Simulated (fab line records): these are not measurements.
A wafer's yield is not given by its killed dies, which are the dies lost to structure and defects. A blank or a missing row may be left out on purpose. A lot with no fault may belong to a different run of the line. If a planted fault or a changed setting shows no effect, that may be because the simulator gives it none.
fab line records	flow n5Finfet
record: lots: 4	wafers: 12	lastDay: 19
route steps=1938 shown BEOL_M4@1099 BEOL_M5@1112 BEOL_M6@1194 PASSIVATION@1936
lots with no fault: from the same line, run without faults
startH: the number of hours between the record's first day and the start of the first shown wafer of the lot	waitH: hours from the lot's prior step to this one	" identical to the entry in the row above	L1.1+2: one row covering several wafers at once	- either no value or no given start	* or withheld: withheld	< > ~ a bound
route shown NAME@n: names a module that has steps shown in the file, with the first one's number in the route	usual: mean and standard deviation over wafers with no fault	same: alike in all rows	chamber/n: place in a boat	sites: the reading at each site	_std_site: their standard deviation	_edge_site: inner sites' mean taken away from outer sites' mean	radiusMm: how far each site lies from the wafer's centre	mask NAME#n: copy n	behind: tool/chamber where the wafer was last shaped	hold: why the lot went on hold/how many hours it stayed there/how the hold came to an end	device: which transistor (n, p or np) failed to switch	end of line: tests of these same wafers at the route's end	a step with no rows: only its recipe	killed: the dies lost at the first sort to structure and to defects; this is not the yield of the wafer	map: a wafer's dies, marking killed ones x, the rest . and places with no die _
set.NAME: the run value of the setting; set.NAME@STEP: its run value at that earlier step	model.NAME: the simulator's own value behind a step, which no gauge read
lots at selected steps of the route; one table per step, one row per wafer
services: a tool's chamber out of use, with start hour (startH, from the record's first day; less than 0 if before it), hours out, and reason
== steps ==
step: N5_BEOL_M4_ANNEAL_95
recipe: tempC: 400	timeS: 240	ambient: vacuum
step: N5_BEOL_M4_SPUTTER_96
recipe: material: Cu	targetThkA: 45	tempC: -20	chamberPressurePa: 0.07	powerW: withheld	timeS: 8.29
step: N5_BEOL_M4_ECD_50
recipe: material: Cu	targetThkA: 3000
step: N5_BEOL_M4_ANNEAL_51
recipe: tempC: 225	timeS: 90	ambient: N2
step: N5_BEOL_M4_CMP_52
recipe: stopOn: SiOC	tOverpolishS: 6.8	downForcePsi: 1	platenRpm: 50	clearingPlatenDownForcePsi: 1.5	clearingPlatenRpm: 50	postCmpClean: cuAlkaline	targetThkNm: 40	clearingPlatenPadVelocityMS: 0.99484	padVelocityMS: 0.99484
step: N5_BEOL_M4_PRE_CLEAN_60
recipe: gas: NH3/H2	timeS: 15	tempC: *	rfPowerW: 300
step: N5_BEOL_M4_CO_CAP_55
recipe: material: Co	targetThkA: 20	tempC: 200	precursor: CCTBA/H2	pressureTorr: 30	timeS: 102.1
step: N5_BEOL_M4_PRE_CLEAN_56
recipe: gas: NH3	timeS: 15	tempC: withheld	rfPowerW: 300
step: N5_BEOL_M4_DEP_57
recipe: material: SiCN	targetThkA: 80	tempC: withheld	precursor: 3MS/NH3	pressureTorr: 3	rfW: 202	timeS: 14
step: N5_BEOL_M4_RC_MEAS_101
usual: DIBL_N: 36.5/1.9	DIBL_P: 36.7/2.1	IOFF_N: 0.17/0.035	IOFF_P: 0.22/0.042	ION_N: 676/10	ION_P: 462/8.1	SS_N: 71.5/0.72	SS_P: 73.4/0.7	VT_N: 249/3.1	VT_P: -250/3.9
lot.wafer	tool	chamber	startH	waitH	DIBL_N[mV/V]	DIBL_P[mV/V]	IOFF_N[nA/um]	IOFF_P[nA/um]	ION_N[uA/um]	ION_P[uA/um]	SS_N[mV/dec]	SS_P[mV/dec]	VT_N[mV]	VT_P[mV]
L797.1	prober-02	0	180.82	0.0	34.3	33.2	0.13	0.19	676	465	71.0	72.3	250	-251
L797.3	"	0	"	"	38.0	38.7	0.21	0.29	690	471	72.5	73.7	247	-246
L797.5	"	0	"	"	38.3	39.5	0.21	0.30	694	480	72.7	74.3	246	-247
L810.1	prober-02	0	256.88	0.0	39.3	39.6	0.22	0.24	691	470	72.4	73.7	244	-251
L810.5	"	0	"	"	37.5	36.2	0.18	0.18	668	454	71.2	73.5	248	-253
L810.6	"	0	"	"	36.7	36.0	0.16	0.17	681	457	71.9	72.4	251	-257
L812.1	prober-01	0	268.92	0.0	35.7	34.7	0.14	0.19	673	463	71.5	72.8	252	-251
L812.2	"	0	"	"	39.1	37.3	0.21	0.22	667	457	72.8	73.4	246	-250
L812.5	"	0	"	"	38.1	37.7	0.19	0.23	678	466	72.4	73.4	249	-251
L819.1	prober-01	0	348.12	0.0	37.1	37.8	0.19	0.25	689	474	72.3	73.7	249	-247
L819.2	"	0	"	"	33.4	33.7	0.13	0.19	662	459	70.9	72.1	252	-249
L819.6	"	0	"	"	33.1	33.0	0.13	0.18	661	454	71.0	72.3	251	-253
step: N5_BEOL_M5_ILD_DEP_00
recipe: material: SiCOH_lowk	targetThkA: 1406.4	tempC: 300	precursor: DEMS/porogen	pressureTorr: 5	rfW: 500	timeS: 25.9
step: N5_BEOL_M5_CURE_79
recipe: tempC: 385	timeS: 240	ambient: He/Ar	material: SiCOH_lowk
step: N5_BEOL_M5_PECVD_70
recipe: material: SiO2	targetThkA: 160	tempC: 400	precursor: TEOS/O2	pressureTorr: 5.5	rfW: 450	teosFlowSccm: 53.8	gas: O2	flowSccm: 3000	timeS: 18
step: N5_BEOL_M5_HM_DEP_02
recipe: material: TiN	targetThkA: 200	tempC: 25	chamberPressurePa: 0.49996
step: N5_BEOL_M5_COAT_59
recipe: resist: SOC	tempC: 250	timeS: 60	spinRpm: 1500	resistThkNm: 60
step: N5_BEOL_M5_COAT_60
recipe: resist: SiARC	tempC: 220	timeS: 60	spinRpm: 1500	resistThkNm: 12
step: N5_BEOL_M5_COAT_71
recipe: resist: underlayer	tempC: 205	timeS: 60	spinRpm: 1500	resistThkNm: 5
step: N5_BEOL_M5_COAT_05
recipe: resist: CAR-EUV	spinRpm: 1500	resistThkNm: 30
step: N5_BEOL_M5_EBR_07
recipe: solvent: PGMEA	ebrWidthMm: 1.5
step: N5_BEOL_M5_SOFTBAKE_06
recipe: tempC: 110	timeS: 60	resist: CAR-EUV
step: N5_BEOL_M5_EXPOSE_08
recipe: maskId: M5	na: 0.33	sourceShape: annular	sigmaInner: 0.4	sigmaOuter: 0.8	polarization: unpolarized	targetCdNm: 28	doseMj: 35.75
step: N5_BEOL_M5_PEB_09
recipe: pebTempC: 100	pebTimeS: 60	resist: CAR-EUV
step: N5_BEOL_M5_DEVELOP_10
recipe: developTimeS: 30	developer: TMAH	resist: CAR-EUV	rinseLiquid: surfactantRinse	dry: airSpin	devTempC: 23
step: N5_BEOL_M5_DESCUM_16
recipe: chemistry: O2	timeS: 7	sourcePowerW: 50	biasPowerW: 20	pressureMtorr: 20	rfFrequencyHz: 2.712e+07	tempC: 40	resist: CAR-EUV	o2FlowSccm: 225
step: N5_BEOL_M5_ETCH_72
recipe: chemistry: N2/H2	target: underlayer	targetDepthA: 65	maskMaterial: CAR-EUV	timeS: 5.2	ionEnergyEv: 200	pressureMtorr: 30	sourceW: 840	biasW: 150	n2FlowSccm: 200	h2FlowSccm: 200	ends: cleared
step: N5_BEOL_M5_ETCH_61
recipe: chemistry: CF4	target: SiARC	targetDepthA: 156	maskMaterial: CAR-EUV	timeS: 26	ionEnergyEv: 80	pressureMtorr: 40	sourceW: 545	biasW: 36	Ar_flow_sccm: 100	cf4FlowSccm: 100	ends: cleared
step: N5_BEOL_M5_ETCH_62
recipe: chemistry: N2/H2	target: SOC	targetDepthA: 750	overetchA: 150	maskMaterial: SiARC	tempC: 40	timeS: 112.5	ionEnergyEv: 200	pressureMtorr: 30	sourceW: 840	biasW: 150	n2FlowSccm: 200	h2FlowSccm: 200
step: N5_BEOL_M5_STRIP_63
recipe: chemistry: N2/H2	tempC: 40	n2FlowSccm: 200	h2FlowSccm: 200	rfFrequencyHz: 6e+07
step: N5_BEOL_M5_STRIP_73
recipe: chemistry: N2/H2	tempC: 40	n2FlowSccm: 200	h2FlowSccm: 200	rfFrequencyHz: 6e+07
step: N5_BEOL_M5_STRIP_64
recipe: chemistry: CF4	resist: SiARC	powerW: 300	biasPowerW: 75	pressureMtorr: 50	cf4FlowSccm: 150	rfFrequencyHz: 6e+07
step: N5_BEOL_M5_HM_OPEN_17
recipe: chemistry: Cl2/BCl3	targetDepthA: 200	overetchA: 60	target: TiN	maskMaterial: SOC	ionEnergyEv: 150	pressureMtorr: 10	icpW: 1000	biasW: 126	Cl2_flow_sccm: 53.25	bcl3FlowSccm: 21.75	Ar_flow_sccm: 25
step: N5_BEOL_M5_STRIP_19
recipe: chemistry: O2	powerW: 400	tempC: 40	pressureMtorr: 30	rfFrequencyHz: 6e+07	biasPowerW: 0	overashFraction: 0.2	o2FlowSccm: 225
step: N5_BEOL_M5_COAT_65
recipe: resist: SOC	tempC: 250	timeS: 60	spinRpm: 1500	resistThkNm: 60
step: N5_BEOL_M5_COAT_66
recipe: resist: SiARC	tempC: 220	timeS: 60	spinRpm: 1500	resistThkNm: 12
step: N5_BEOL_M6_ILD_DEP_00
recipe: material: SiCOH_lowk	targetThkA: 1797.5	tempC: 300	precursor: DEMS/porogen	pressureTorr: 5	rfW: 500	timeS: 33.4
usual: heaterPowerOuterW: 130/28	heaterPowerW: 283/43	showerheadPlenumPTorr: 5.733/0.014	susceptorTempC: 300.00/0.2	throttleValvePct: 13.4/0.58
lot.wafer	tool	chamber	startH	waitH	heaterPowerOuterW	heaterPowerW	showerheadPlenumPTorr	susceptorTempC	throttleValvePct	model.SiCOH_lowk_of_BEOL_M6_ILD_DEP_00.thkNm
L797.1	pecvd-02	2	206.22	0.0	121	280	5.739	300.03	12.9	178
L797.3	"	0	"	"	114	264	5.720	300.02	13.5	178.6
L797.5	"	2	"	"	122	288	5.730	300.22	12.8	179.6
L810.1	pecvd-02	2	271.05	0.0	123	284	5.732	299.91	13.0	323.4
L810.5	"	2	"	"	127	291	5.749	299.90	12.8	332
L810.6	"	0	"	"	135	302	5.751	299.83	13.8	330.6
L812.1	pecvd-02	2	284.33	0.0	140	307	5.746	299.90	12.7	327.2
L812.2	"	0	"	"	117	268	5.722	300.05	13.4	327
L812.5	"	1	"	"	168	318	5.727	300.01	13.1	333.4
L819.1	pecvd-04	0	360.36	0.0	110	221	5.703	300.60	13.1	180.6
L819.2	"	1	"	"	165	340	5.726	300.11	14.7	180
L819.6	"	0	"	"	67	168	5.717	300.54	13.4	181.4
step: N5_BEOL_M6_THK_MEAS_01
recipe: reads: SiCOH_lowk_of_BEOL_M6_ILD_DEP_00
usual: M6_ILD_THK: 155.3/1.9
lot.wafer	tool	chamber	startH	waitH	M6_ILD_THK[nm]
L797.1	filmMetro-02	-	207.28	0.8	153.4
L797.3	"	-	"	"	154.1
L797.5	"	-	"	"	154.8
L810.1	filmMetro-01	-	271.62	0.4	280.9
L810.5	"	-	"	"	289.0
L810.6	"	-	"	"	287.6
L812.1	filmMetro-02	-	285.39	0.8	284.7
L812.2	"	-	"	"	284.5
L812.5	"	-	"	"	289.9
L819.1	filmMetro-01	-	360.96	0.4	155.8
L819.2	"	-	"	"	155.3
L819.6	"	-	"	"	156.4
step: N5_BEOL_M6_CMP_52
recipe: stopOn: SiCOH_lowk	tOverpolishS: 6.9	downForcePsi: 1	platenRpm: 50	clearingPlatenDownForcePsi: 1.5	clearingPlatenRpm: 50	postCmpClean: cuAlkaline	targetThkNm: 80	clearingPlatenPadVelocityMS: 0.99484	padVelocityMS: 0.99484
usual: clearingPlatenRpm: 50.002/0.027	headPressurePsi: 1.0000/0.002	motorCurrentA: 6.4/0.71
lot.wafer	tool	chamber	startH	waitH	clearingPlatenRpm	headPressurePsi	motorCurrentA	model.SiCOH_lowk_of_BEOL_M6_ILD_DEP_00.thkNm
L797.1	cmp-03	1	215.81	0.3	49.987	1.0006	6.3	150.4
L797.3	"	3	"	"	49.976	0.9990	5.2	151
L797.5	"	1	"	"	49.997	0.9989	6.1	151.8
L810.1	cmp-02	2	281.63	0.4	49.984	1.0025	6.1	278.2
L810.5	"	3	"	"	50.002	1.0000	6.0	285.8
L810.6	"	0	"	"	49.995	0.9990	7.6	284.6
L812.2	cmp-02	0	295.31	0.2	50.008	1.0000	7.8	281.4
L812.1	"	1	"	"	49.996	0.9996	6.7	281.6
L812.5	"	0	"	"	49.983	0.9997	7.4	287
L819.2	cmp-03	3	366.68	0.4	50.056	0.9970	4.8	152.2
L819.1	"	2	"	"	50.007	0.9985	6.3	152.8
L819.6	"	3	"	"	49.975	0.9977	4.8	153.4
step: N5_PASSIVATION_PROBE_49
usual: defectLimitedYield: 91.4/1.5	killed_at_M0_to_M3: 35/12	killed_at_M4_up: 13/5.8	killedAtContacts: 12/5.5	killedAtFrontEnd: 36/9.9	killedAtOther: 4/3.7	killedDies: 101/18	killedOnRim: 13/4.1	killedOpen: 66/13	killedShort: 33/8	sort_bin_5_function: 5.0/1	sort_bin_6_memory: 3.2/0.67	sortNPass: 1079/18	sortYieldPct: 91.4/1.5
same: grossDies: 1180	killedAtBackSide: 0	sort_bin_4_leakage[%]: 0	sort_bin_8_speed[%]: 0
lot.wafer	tool	chamber	startH	waitH	defectLimitedYield[%]	killed_at_M0_to_M3	killed_at_M4_up	killedAtContacts	killedAtFrontEnd	killedAtOther	killedDies	killedOnRim	killedOpen	killedShort	sort_bin_5_function[%]	sort_bin_6_memory[%]	sortNPass	sortYieldPct[%]
L810.1	prober-01	-	373.91	0.0	0	23	1105	13	35	4	1180	152	59	31	96.8	2.6	0	0
L810.5	prober-01	-	374.11	0.2	0	40	1088	11	37	4	1180	152	68	30	96.8	3.0	0	0
L810.6	prober-01	-	374.16	0.3	0	41	1092	6	34	7	1180	152	67	39	96.4	3.1	0	0
L812.1	prober-02	-	377.08	0.0	0	19	1105	12	35	9	1180	152	57	25	96.9	3.0	0	0
L812.2	prober-02	-	377.13	0.1	0	27	1086	17	30	20	1180	152	67	33	96.4	3.3	0	0
L812.5	prober-02	-	377.28	0.2	0	32	1091	17	26	14	1180	152	52	43	96.9	2.8	0	0
killed by level:class
L810.1 BEOL_M6:areaEtch=1090 FIN_SAQP:geometricParticle:open=11 BEOL_M0_SAQP:geometricParticle:open=10 MOL_CONTACT_COAG:geometricParticle:open=9 BEOL_M3:geometricParticle:open=7 FIN_SAQP:geometricParticle:short=6 GATE_CUT:geometricParticle:short=6 STI_FIN_REVEAL:geometricParticle:open=4
L810.5 BEOL_M6:areaEtch=1082 BEOL_M0_SAQP:geometricParticle:short=11 MOL_CONTACT_COAG:geometricParticle:open=10 STI_FIN_REVEAL:geometricParticle:open=7 BEOL_M0_SAQP:geometricParticle:open=7 BEOL_M2:geometricParticle:open=7 BEOL_M3:geometricParticle:open=7 FIN_SAQP:geometricParticle:open=6
L810.6 BEOL_M6:areaEtch=1074 BEOL_M0_SAQP:geometricParticle:short=15 BEOL_M0_SAQP:geometricParticle:open=12 FIN_SAQP:geometricParticle:short=8 STI_FIN_REVEAL:geometricParticle:open=6 BEOL_M4:geometricParticle:open=6 FIN_SAQP:geometricParticle:open=5 GATE_CUT:geometricParticle:short=5
L812.1 BEOL_M6:areaEtch=1098 MOL_CONTACT_COAG:geometricParticle:open=10 STI_FIN_REVEAL:geometricParticle:open=9 FIN_SAQP:geometricParticle:open=7 FIN_SAQP:geometricParticle:short=6 BEOL_M0_SAQP:geometricParticle:open=5 MIM_BOT:geometricParticle:short=5 BEOL_M0_SAQP:geometricParticle:short=4
L812.2 BEOL_M6:areaEtch=1079 MOL_CONTACT_COAG:geometricParticle:open=13 BEOL_M3:geometricParticle:open=9 BEOL_M2:geometricParticle:open=8 STI_FIN_REVEAL:geometricParticle:open=6 FIN_SAQP:geometricParticle:open=5 BEOL_M0_SAQP:geometricParticle:open=5 FIN_SAQP:geometricParticle:short=4
L812.5 BEOL_M6:areaEtch=1085 MOL_CONTACT_COAG:geometricParticle:open=14 BEOL_M3:geometricParticle:open=8 BEOL_M0_SAQP:geometricParticle:short=7 MIM_BOT:geometricParticle:short=7 BEOL_M0_SAQP:geometricParticle:open=6 FIN_SAQP:geometricParticle:short=5 ILD0:geometricParticle:short=5
map L810.1 (x killed, . not)
_________________xxxxxxxxxxxx________________
______________xxxxxxxxxxxxxxxxxx_____________
___________xxxxxxxxxxxxxxxxxxxxxxxx__________
__________xxxxxxxxxxxxxxxxxxxxxxxxxx_________
________xxxxxxxxxxxxxxxxxxxxxxxxxxxxxx_______
_______xxxxxxxxxxxxxxxxxxxxxxxxxxxxxxxx______
______xxxxxxxxxxxxxxxxxxxxxxxxxxxxxxxxxx_____
_____xxxxxxxxxxxxxxxxxxxxxxxxxxxxxxxxxxxx____
____xxxxxxxxxxxxxxxxxxxxxxxxxxxxxxxxxxxxxx___
___xxxxxxxxxxxxxxxxxxxxxxxxxxxxxxxxxxxxxxxx__
___xxxxxxxxxxxxxxxxxxxxxxxxxxxxxxxxxxxxxxxx__
__xxxxxxxxxxxxxxxxxxxxxxxxxxxxxxxxxxxxxxxxxx_
__xxxxxxxxxxxxxxxxxxxxxxxxxxxxxxxxxxxxxxxxxx_
_xxxxxxxxxxxxxxxxxxxxxxxxxxxxxxxxxxxxxxxxxxxx
_xxxxxxxxxxxxxxxxxxxxxxxxxxxxxxxxxxxxxxxxxxxx
_xxxxxxxxxxxxxxxxxxxxxxxxxxxxxxxxxxxxxxxxxxxx
_xxxxxxxxxxxxxxxxxxxxxxxxxxxxxxxxxxxxxxxxxxxx
_xxxxxxxxxxxxxxxxxxxxxxxxxxxxxxxxxxxxxxxxxxxx
_xxxxxxxxxxxxxxxxxxxxxxxxxxxxxxxxxxxxxxxxxxxx
_xxxxxxxxxxxxxxxxxxxxxxxxxxxxxxxxxxxxxxxxxxxx
_xxxxxxxxxxxxxxxxxxxxxxxxxxxxxxxxxxxxxxxxxxxx
__xxxxxxxxxxxxxxxxxxxxxxxxxxxxxxxxxxxxxxxxxx_
__xxxxxxxxxxxxxxxxxxxxxxxxxxxxxxxxxxxxxxxxxx_
___xxxxxxxxxxxxxxxxxxxxxxxxxxxxxxxxxxxxxxxx__
___xxxxxxxxxxxxxxxxxxxxxxxxxxxxxxxxxxxxxxxx__
____xxxxxxxxxxxxxxxxxxxxxxxxxxxxxxxxxxxxxx___
_____xxxxxxxxxxxxxxxxxxxxxxxxxxxxxxxxxxxx____
______xxxxxxxxxxxxxxxxxxxxxxxxxxxxxxxxxx_____
_______xxxxxxxxxxxxxxxxxxxxxxxxxxxxxxxx______
________xxxxxxxxxxxxxxxxxxxxxxxxxxxxxx_______
__________xxxxxxxxxxxxxxxxxxxxxxxxxx_________
___________xxxxxxxxxxxxxxxxxxxxxxxx__________
______________xxxxxxxxxxxxxxxxxx_____________
_________________xxxxxxxxxxxx________________
map L812.1 (x killed, . not)
_________________xxxxxxxxxxxx________________
______________xxxxxxxxxxxxxxxxxx_____________
___________xxxxxxxxxxxxxxxxxxxxxxxx__________
__________xxxxxxxxxxxxxxxxxxxxxxxxxx_________
________xxxxxxxxxxxxxxxxxxxxxxxxxxxxxx_______
_______xxxxxxxxxxxxxxxxxxxxxxxxxxxxxxxx______
______xxxxxxxxxxxxxxxxxxxxxxxxxxxxxxxxxx_____
_____xxxxxxxxxxxxxxxxxxxxxxxxxxxxxxxxxxxx____
____xxxxxxxxxxxxxxxxxxxxxxxxxxxxxxxxxxxxxx___
___xxxxxxxxxxxxxxxxxxxxxxxxxxxxxxxxxxxxxxxx__
___xxxxxxxxxxxxxxxxxxxxxxxxxxxxxxxxxxxxxxxx__
__xxxxxxxxxxxxxxxxxxxxxxxxxxxxxxxxxxxxxxxxxx_
__xxxxxxxxxxxxxxxxxxxxxxxxxxxxxxxxxxxxxxxxxx_
_xxxxxxxxxxxxxxxxxxxxxxxxxxxxxxxxxxxxxxxxxxxx
_xxxxxxxxxxxxxxxxxxxxxxxxxxxxxxxxxxxxxxxxxxxx
_xxxxxxxxxxxxxxxxxxxxxxxxxxxxxxxxxxxxxxxxxxxx
_xxxxxxxxxxxxxxxxxxxxxxxxxxxxxxxxxxxxxxxxxxxx
_xxxxxxxxxxxxxxxxxxxxxxxxxxxxxxxxxxxxxxxxxxxx
_xxxxxxxxxxxxxxxxxxxxxxxxxxxxxxxxxxxxxxxxxxxx
_xxxxxxxxxxxxxxxxxxxxxxxxxxxxxxxxxxxxxxxxxxxx
_xxxxxxxxxxxxxxxxxxxxxxxxxxxxxxxxxxxxxxxxxxxx
__xxxxxxxxxxxxxxxxxxxxxxxxxxxxxxxxxxxxxxxxxx_
__xxxxxxxxxxxxxxxxxxxxxxxxxxxxxxxxxxxxxxxxxx_
___xxxxxxxxxxxxxxxxxxxxxxxxxxxxxxxxxxxxxxxx__
___xxxxxxxxxxxxxxxxxxxxxxxxxxxxxxxxxxxxxxxx__
____xxxxxxxxxxxxxxxxxxxxxxxxxxxxxxxxxxxxxx___
_____xxxxxxxxxxxxxxxxxxxxxxxxxxxxxxxxxxxx____
______xxxxxxxxxxxxxxxxxxxxxxxxxxxxxxxxxx_____
_______xxxxxxxxxxxxxxxxxxxxxxxxxxxxxxxx______
________xxxxxxxxxxxxxxxxxxxxxxxxxxxxxx_______
__________xxxxxxxxxxxxxxxxxxxxxxxxxx_________
___________xxxxxxxxxxxxxxxxxxxxxxxx__________
______________xxxxxxxxxxxxxxxxxx_____________
_________________xxxxxxxxxxxx________________
== services ==
tool	chamber	startH	hours	kind
cmp-02	-	207.76	20.2	pm
cmp-03	-	222.93	2.0	repair
cmp-03	-	239.45	2.6	repair
pecvd-04	1	255.55	2.1	scheduledDown
cmp-03	-	256.88	0.8	repair
cmp-03	-	265.70	3.4	pm
cmp-02	-	282.50	0.3	repair
pecvd-02	1	295.21	5.2	repair
cmp-02	-	297.28	0.4	repair
cmp-02	-	312.73	1.5	repair
cmp-03	-	318.99	4.0	pm
cmp-03	-	322.99	-	consumableReplace:conditioner
cmp-03	-	322.99	-	consumableReplace:pad
pecvd-02	2	342.80	2.1	scheduledDown
cmp-02	-	354.62	1.5	repair
pecvd-04	2	359.90	5.5	scheduledDown
== key ==
firstSign: step: N5_BEOL_M6_THK_MEAS_01	reading: M6_ILD_THK	direction: up	sigmas: 68	usual: 155.3	struck: 286.1
effect: step: N5_PASSIVATION_PROBE_49	reading: killed_at_M4_up	direction: up	sigmas: 99+	usual: 13	struck: 1094
modelEffect: step: N5_BEOL_M6_ILD_DEP_00	value: SiCOH_lowk_of_BEOL_M6_ILD_DEP_00.thkNm	without: 179.1	struck: 328.9
modelEffect: step: N5_BEOL_M6_CMP_52	value: SiCOH_lowk_of_BEOL_M6_ILD_DEP_00.thkNm	without: 151.4	struck: 283.1
moreKillsBornAt: N5_BEOL_M6_ETCH_41@rieDiel-02: 3262	N5_BEOL_M6_ETCH_41@rieDiel-06: 3246
metAt N5_BEOL_M6_ILD_DEP_00
struckWafers L810.1,L810.5,L810.6,L812.1,L812.2,L812.5
laterRowsLeftOut L810.1,L810.5,L810.6,L812.1,L812.2,L812.5
onsetBetween 206.22 271.05
fault: kind: processParameterDrift	tool: pecvd-02	chamber: -	onsetH: 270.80	steps: N5_BEOL_M6_ILD_DEP_00	channel: timeS	offset: *	shape: step	endH: 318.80	actsIn: *	stated: *
laterRowsLeftOut: the simulator's readings of these wafers behind a module that went badly wrong aren't trusted and aren't shown, but for the sort
